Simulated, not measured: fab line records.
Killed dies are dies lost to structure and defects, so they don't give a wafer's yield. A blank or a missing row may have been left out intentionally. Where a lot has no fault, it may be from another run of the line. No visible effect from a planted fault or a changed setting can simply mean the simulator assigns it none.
Matching of chambers | flow nandHarc | NHARC_A_CONTACT_DEP_85 on pecvd-04 has 3 sister chambers
The step deposits SiON, target thk 60 nm. 3 wafers are shown with their chamber, then 11 later ones without.

## WAFERS, EACH WITH ITS CHAMBER
wafer  | chamber | heaterPowerW (W)
L085.4 | 2       | 733
L089.4 | 1       | 859
L094.1 | 0       | 655

## WAFERS WITHOUT THEIR CHAMBER
wafer  | heaterPowerW (W)
L094.4 | 809
L094.5 | 732
L092.1 | 659
L092.2 | 788
L092.5 | 750
L096.1 | 875
L096.5 | 865
L096.6 | 764
L095.2 | 756
L095.5 | 867
L095.6 | 762

## WHICH CHAMBER EACH ONE RAN IN
wafer  | from the rows above     | in truth
L094.4 | can't be placed: 1 or 2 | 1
L094.5 | 2                       | 2
L092.1 | 0                       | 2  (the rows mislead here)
L092.2 | can't be placed: 2 or 1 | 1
L092.5 | 2                       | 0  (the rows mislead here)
L096.1 | 1                       | 1
L096.5 | 1                       | 1
L096.6 | 2                       | 2
L095.2 | 2                       | 2
L095.5 | 1                       | 1
L095.6 | 2                       | 2
Correct placement for 7 of the 11. Unplaceable from these rows: 2, with the true chamber sitting among the candidates in 2. Placed wrongly: 2.
How it was worked out, from the rows above alone: a wafer's distance from a chamber is the root of the sum, over the readings, of the square of ((its reading less the chamber's mean) divided by the reading's scatter). If the next closest chamber is less than 2 further off than the closest, the wafer can't be placed; otherwise it belongs to the closest. The mean given for a chamber averages the wafers shown for that chamber. The scatter: with one shown wafer a chamber, the root of the mean of the squares of how far each hidden wafer lies from its nearest shown one.
